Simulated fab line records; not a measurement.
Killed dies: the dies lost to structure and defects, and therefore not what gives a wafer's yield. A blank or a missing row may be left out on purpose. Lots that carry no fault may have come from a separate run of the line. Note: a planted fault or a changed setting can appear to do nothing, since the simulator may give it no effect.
Which of the tools did it? + flow nand_harc + Sampling: 10 lots, 30 wafers, 5 of 1302 route steps

## WHAT THE GAUGES READ, wafer by wafer
NHARC_A_CHANNEL_HOLE_D2_CD_MEAS_18.
| lot  | measured     | on        | cd_nm (nm)      |
|------|--------------|-----------|-----------------|
| L398 | day 14 23:51 | cd_sem-01 | 96.2 100.0 96.1 |
| L400 | day 15 12:57 | cd_sem-02 | 100.7 98.8 97.3 |
| L407 | day 19 08:13 | cd_sem-01 | 98.3 98.2 98.4  |
| L408 | day 19 10:07 | cd_sem-01 | 97.9 98.9 98.7  |
| L410 | day 20 04:12 | cd_sem-03 | 94.9 95.8 96.1  |
| L411 | day 20 05:47 | cd_sem-02 | 95.4 101.4 97.6 |
| L412 | day 21 01:13 | cd_sem-03 | 99.6 100.7 99.8 |
| L413 | day 21 16:25 | cd_sem-01 | 100.9 91.2 96.1 |
| L416 | day 23 01:29 | cd_sem-01 | 96.7 100.4 98.2 |
| L415 | day 23 01:59 | cd_sem-02 | 99.0 97.0 100.0 |

NHARC_END_WLT_00.
| lot  | measured     | on        | VT_DECK1_BOTTOM   | VT_DECK1_BOTTOM_INNER | VT_DECK1_MEDIAN_NEAR_BOTTOM | VT_DECK1_MEDIAN_NEAR_BOTTOM_INNER | VT_DECK1_MIDDLE   | VT_DECK1_MIDDLE_INNER | VT_DECK1_TOP      | VT_DECK1_TOP_INNER | VT_DECK2_BOTTOM   | VT_DECK2_BOTTOM_INNER | VT_DECK2_MEDIAN_NEAR_BOTTOM | VT_DECK2_MEDIAN_NEAR_BOTTOM_INNER | VT_DECK2_MIDDLE   | VT_DECK2_MIDDLE_INNER | VT_DECK2_TOP      | VT_DECK2_TOP_INNER |
|------|--------------|-----------|-------------------|-----------------------|-----------------------------|-----------------------------------|-------------------|-----------------------|-------------------|--------------------|-------------------|-----------------------|-----------------------------|-----------------------------------|-------------------|-----------------------|-------------------|--------------------|
| L398 | day 25 20:12 | prober-02 | 0.882 0.881 0.866 | 0.869 0.878 0.863     | 0.866 0.877 0.869           | 0.877 0.870 0.871                 | 0.879 0.873 0.885 | 0.881 0.889 0.887     | 0.896 0.896 0.895 | 0.899 0.897 0.887  | 0.868 0.875 0.872 | 0.873 0.867 0.872     | 0.878 0.878 0.872           | 0.872 0.880 0.867                 | 0.896 0.899 0.886 | 0.889 0.885 0.882     | 0.900 0.914 0.907 | 0.905 0.901 0.897  |
| L400 | day 26 15:10 | prober-02 | 0.855 0.872 0.867 | 0.876 0.875 0.864     | 0.869 0.861 0.864           | 0.863 0.865 0.869                 | 0.876 0.883 0.880 | 0.879 0.881 0.873     | 0.894 0.891 0.885 | 0.873 0.894 0.890  | 0.863 0.868 0.844 | 0.869 0.865 0.852     | 0.874 0.863 0.861           | 0.870 0.870 0.852                 | 0.876 0.869 0.871 | 0.879 0.880 0.877     | 0.887 0.877 0.884 | 0.878 0.878 0.880  |
| L407 | day 30 15:29 | prober-01 | 0.873 0.884 0.879 | 0.870 0.879 0.870     | 0.873 0.870 0.876           | 0.875 0.872 0.863                 | 0.890 0.889 0.878 | 0.888 0.891 0.896     | 0.902 0.898 0.901 | 0.893 0.896 0.900  | 1.045 1.055 1.045 | 1.054 1.069 1.041     | 1.055 1.050 1.041           | 1.055 1.061 1.050                 | 1.085 1.081 1.080 | 1.076 1.081 1.086     | 1.105 1.106 1.112 | 1.110 1.101 1.104  |
| L408 | day 30 11:55 | prober-02 | 0.872 0.876 0.874 | 0.891 0.869 0.873     | 0.879 0.882 0.883           | 0.893 0.885 0.880                 | 0.886 0.887 0.884 | 0.895 0.895 0.882     | 0.903 0.901 0.902 | 0.895 0.896 0.894  | 1.053 1.041 1.059 | 1.051 1.042 1.054     | 1.060 1.040 1.057           | 1.062 1.046 1.057                 | 1.080 1.076 1.075 | 1.078 1.078 1.084     | 1.113 1.088 1.103 | 1.108 1.105 1.106  |
| L410 | day 30 20:09 | prober-02 | 0.862 0.867 0.863 | 0.860 0.855 0.860     | 0.855 0.865 0.861           | 0.862 0.869 0.868                 | 0.876 0.876 0.882 | 0.874 0.884 0.875     | 0.893 0.893 0.886 | 0.886 0.898 0.893  | 0.874 0.867 0.868 | 0.864 0.857 0.874     | 0.868 0.870 0.869           | 0.870 0.859 0.871                 | 0.878 0.873 0.876 | 0.873 0.880 0.878     | 0.880 0.897 0.891 | 0.892 0.892 0.894  |
| L411 | day 31 03:29 | prober-02 | 0.860 0.871 0.872 | 0.871 0.872 0.872     | 0.860 0.872 0.860           | 0.864 0.861 0.868                 | 0.885 0.881 0.886 | 0.878 0.878 0.881     | 0.885 0.893 0.896 | 0.890 0.889 0.892  | 0.870 0.876 0.874 | 0.867 0.866 0.871     | 0.860 0.871 0.875           | 0.862 0.870 0.881                 | 0.880 0.877 0.873 | 0.882 0.881 0.887     | 0.895 0.893 0.890 | 0.894 0.898 0.894  |
| L412 | day 32 04:29 | prober-01 | 0.862 0.865 0.867 | 0.870 0.866 0.874     | 0.862 0.883 0.871           | 0.861 0.873 0.872                 | 0.878 0.886 0.885 | 0.878 0.883 0.883     | 0.889 0.895 0.898 | 0.893 0.893 0.896  | 0.873 0.859 0.860 | 0.867 0.867 0.857     | 0.874 0.852 0.862           | 0.862 0.860 0.863                 | 0.876 0.874 0.871 | 0.873 0.880 0.873     | 0.889 0.883 0.883 | 0.887 0.889 0.888  |
| L413 | day 32 14:15 | prober-01 | 0.862 0.865 0.864 | 0.856 0.862 0.859     | 0.867 0.870 0.863           | 0.861 0.871 0.864                 | 0.884 0.881 0.876 | 0.869 0.878 0.876     | 0.888 0.883 0.888 | 0.882 0.885 0.893  | 0.855 0.865 0.856 | 0.864 0.862 0.867     | 0.871 0.874 0.866           | 0.856 0.868 0.868                 | 0.876 0.877 0.882 | 0.877 0.887 0.870     | 0.893 0.889 0.876 | 0.880 0.890 0.881  |
| L416 | day 34 02:35 | prober-02 | 0.883 0.883 0.881 | 0.876 0.876 0.882     | 0.873 0.884 0.882           | 0.879 0.892 0.880                 | 0.893 0.890 0.893 | 0.890 0.890 0.899     | 0.909 0.914 0.909 | 0.905 0.907 0.907  | 0.894 0.883 0.882 | 0.896 0.878 0.881     | 0.879 0.884 0.887           | 0.892 0.891 0.882                 | 0.911 0.896 0.899 | 0.904 0.896 0.896     | 0.910 0.912 0.913 | 0.909 0.910 0.909  |
| L415 | day 34 02:35 | prober-01 | 0.870 0.863 0.869 | 0.853 0.872 0.868     | 0.863 0.869 0.866           | 0.862 0.867 0.872                 | 0.879 0.883 0.884 | 0.876 0.877 0.882     | 0.894 0.902 0.902 | 0.890 0.896 0.888  | 0.879 0.872 0.880 | 0.877 0.873 0.878     | 0.879 0.871 0.874           | 0.877 0.872 0.878                 | 0.892 0.884 0.885 | 0.890 0.890 0.896     | 0.908 0.901 0.898 | 0.894 0.910 0.898  |

## WHAT TOOL EACH LOT RAN ON (gives the tool, then ch and the chambers of the sampled wafers, and finally the start)
| lot  | NHARC_A_CHANNEL_FILL_D2_ALD_15                 | NHARC_A_CHANNEL_FILL_D2_ETCHBACK_19 | NHARC_A_CHANNEL_FILL_D2_CVD_05   |
|------|------------------------------------------------|-------------------------------------|----------------------------------|
| L398 | ald_sin_batch-02 ch 0, day 16 08:13 or earlier | rie_si-01 ch 0,2,3, day 16 08:13    | lpcvd_poly-01 ch 0, day 16 10:59 |
| L400 | ald_sin_batch-03 ch 0, day 16 05:13            | rie_si-04 ch 0,1,3, day 16 18:42    | lpcvd_poly-03 ch 0, day 16 22:41 |
| L407 | ald_sin_batch-02 ch 0, day 20 15:52 or earlier | rie_si-04 ch 0,2,3, day 20 15:52    | lpcvd_poly-03 ch 0, day 20 18:31 |
| L408 | ald_sin_batch-02 ch 0, day 20 15:51 or earlier | rie_si-01 ch 1,3, day 20 15:51      | lpcvd_poly-03 ch 0, day 20 18:31 |
| L410 | ald_sin_batch-01 ch 0, day 21 12:58 or earlier | rie_si-01 ch 1,3, day 21 12:58      | lpcvd_poly-02 ch 0, day 21 15:37 |
| L411 | ald_sin_batch-03 ch 0, day 21 12:58 or earlier | rie_si-02 ch 0,1,2, day 21 12:58    | lpcvd_poly-02 ch 0, day 21 15:37 |
| L412 | ald_sin_batch-02 ch 0, day 22 08:10 or earlier | rie_si-04 ch 1,3, day 22 08:10      | lpcvd_poly-02 ch 0, day 22 10:54 |
| L413 | ald_sin_batch-02 ch 0, day 22 22:19 or earlier | rie_si-02 ch 0,2,3, day 22 22:19    | lpcvd_poly-02 ch 0, day 23 00:55 |
| L416 | ald_sin_batch-01 ch 0, day 24 07:37 or earlier | rie_si-02 ch 0,3, day 24 07:37      | lpcvd_poly-03 ch 0, day 24 10:19 |
| L415 | ald_sin_batch-01 ch 0, day 24 07:40 or earlier | rie_si-04 ch 0,2,3, day 24 07:40    | lpcvd_poly-03 ch 0, day 24 10:19 |
- NHARC_A_CHANNEL_FILL_D2_ALD_15: deposits SiNx, target thk 2 nm, pulse time 60 s, ald cycles 19.
- NHARC_A_CHANNEL_FILL_D2_ETCHBACK_19: etches the open film in HBr/Cl2, target depth 5 nm, time 1.7 s.
- NHARC_A_CHANNEL_FILL_D2_CVD_05: deposits poly-Si, target thk 5 nm.

## AS READ BY THE TOOLS THEMSELVES (means over the sampled wafers that have a number; for cases with no such wafer, the mark the record gives instead)
NHARC_A_CHANNEL_FILL_D2_ALD_15.
| lot  | tool             | precursor_pulse_height_rel |
|------|------------------|----------------------------|
| L398 | ald_sin_batch-02 | 1.002                      |
| L400 | ald_sin_batch-03 | 1.007                      |
| L407 | ald_sin_batch-02 | 0.993                      |
| L408 | ald_sin_batch-02 | 0.991                      |
| L410 | ald_sin_batch-01 | 0.998                      |
| L411 | ald_sin_batch-03 | 0.999                      |
| L412 | ald_sin_batch-02 | 0.989                      |
| L413 | ald_sin_batch-02 | 1.001                      |
| L416 | ald_sin_batch-01 | 0.988                      |
| L415 | ald_sin_batch-01 | 0.996                      |

NHARC_A_CHANNEL_FILL_D2_ETCHBACK_19.
| lot  | tool      | drypump_motor_current_A (A) | oes_product_au (a.u.) | rf_fwd_power_W (W) | throttle_valve_pct (%) |
|------|-----------|-----------------------------|-----------------------|--------------------|------------------------|
| L398 | rie_si-01 | 6.2                         | 1.007                 | 391.1              | 26.414                 |
| L400 | rie_si-04 | 5.7                         | 0.999                 | 390.1              | 26.403                 |
| L407 | rie_si-04 | 5.7                         | 0.997                 | 390.1              | 26.403                 |
| L408 | rie_si-01 | 6.3                         | 1.012                 | 389.9              | 26.402                 |
| L410 | rie_si-01 | 6.3                         | 1.006                 | 389.8              | 26.404                 |
| L411 | rie_si-02 | 5.7                         | 1.003                 | 390.8              | 26.392                 |
| L412 | rie_si-04 | 6.0                         | 0.998                 | 390.3              | 26.411                 |
| L413 | rie_si-02 | 6.0                         | 1.000                 | 390.8              | 26.409                 |
| L416 | rie_si-02 | 6.2                         | 1.015                 | 389.9              | 26.410                 |
| L415 | rie_si-04 | 5.7                         | 1.004                 | 390.8              | 26.404                 |

NHARC_A_CHANNEL_FILL_D2_CVD_05.
| lot  | tool          | spike_tc_bottom_C (C) | spike_tc_centre_C (C) | spike_tc_lower_C (C) | spike_tc_top_C (C) | spike_tc_upper_C (C) | tube_center_temp_C (C) | zone_power_bottom_pct (%) | zone_power_upper_pct (%) |
|------|---------------|-----------------------|-----------------------|----------------------|--------------------|----------------------|------------------------|---------------------------|--------------------------|
| L398 | lpcvd_poly-01 | 572.8                 | 552.3                 | 549.9                | 568.8              | 548.6                | 549.97                 | 10.7                      | 7.4                      |
| L400 | lpcvd_poly-03 | 572.4                 | 549.3                 | 550.3                | 571.2              | 550.3                | 549.96                 | 11.5                      | 6.6                      |
| L407 | lpcvd_poly-03 | 597.7                 | 578.4                 | 578.3                | 598.3              | 578.3                | 577.97                 | 12.5                      | 7.1                      |
| L408 | lpcvd_poly-03 | 598.2                 | 577.7                 | 578.0                | 597.7              | 578.5                | 577.95                 | 12.5                      | 7.1                      |
| L410 | lpcvd_poly-02 | 575.0                 | 552.1                 | 551.7                | 572.7              | 549.9                | 550.05                 | 11.7                      | 6.8                      |
| L411 | lpcvd_poly-02 | 575.4                 | 551.4                 | 551.6                | 572.9              | 550.2                | 550.02                 | 11.8                      | 6.9                      |
| L412 | lpcvd_poly-02 | 575.3                 | 551.8                 | 550.8                | 571.6              | 550.2                | 549.98                 | 11.8                      | 6.9                      |
| L413 | lpcvd_poly-02 | 574.4                 | 552.0                 | 551.9                | 572.1              | 550.8                | 550.04                 | 11.8                      | 6.9                      |
| L416 | lpcvd_poly-03 | 572.1                 | 550.5                 | 550.0                | 571.9              | 550.0                | 549.98                 | 11.5                      | 6.6                      |
| L415 | lpcvd_poly-03 | 570.2                 | 549.9                 | 550.7                | 571.3              | 551.8                | 550.00                 | 11.4                      | 6.6                      |

## THE ANSWER, worked out from the rows above alone
Rule: the usual values come from the lots themselves. The widest of any qualifying gaps counts: lots, ordered by their means at a reading, are off when they make up no more than a third of the lots, leave a main group of 4 or more, and stand apart from it by 3 or more times the standard deviation of that group's means. If all means in a main group match to the digits the tables above print for the reading, that group is not used. A lot without any number at a reading at which 4 lots or more have one is off too. All remaining lots with rows at the step are treated as sound. First the gauges in route order, then the tools' own readings, where a lot's mean is used as printed above. The first step at which some lot is off is used, and at that step the reading that is off furthest; a lot without a number counts as furthest.
Off: at NHARC_END_WLT_00 (VT_DECK2_MEDIAN_NEAR_BOTTOM), L407, L408. For the main group the mean is 0.871 and the standard deviation 0.0061.
A tool fits if, at a process step before that reading, it ran every lot that is off, and no sound lot after the first of them. Not tried: the gauges at NHARC_END_WLT_00; whatever is off there is also off at NHARC_A_CHANNEL_FILL_D2_CVD_05, on other tools, and gauge error can't account for it. NHARC_A_CHANNEL_FILL_D2_ALD_15 gives no start for some lots, so the hours and the order of its lots are those of NHARC_A_CHANNEL_FILL_D2_ETCHBACK_19. None of those tried fits.

## WHAT THE SIMULATOR HAD INSERTED
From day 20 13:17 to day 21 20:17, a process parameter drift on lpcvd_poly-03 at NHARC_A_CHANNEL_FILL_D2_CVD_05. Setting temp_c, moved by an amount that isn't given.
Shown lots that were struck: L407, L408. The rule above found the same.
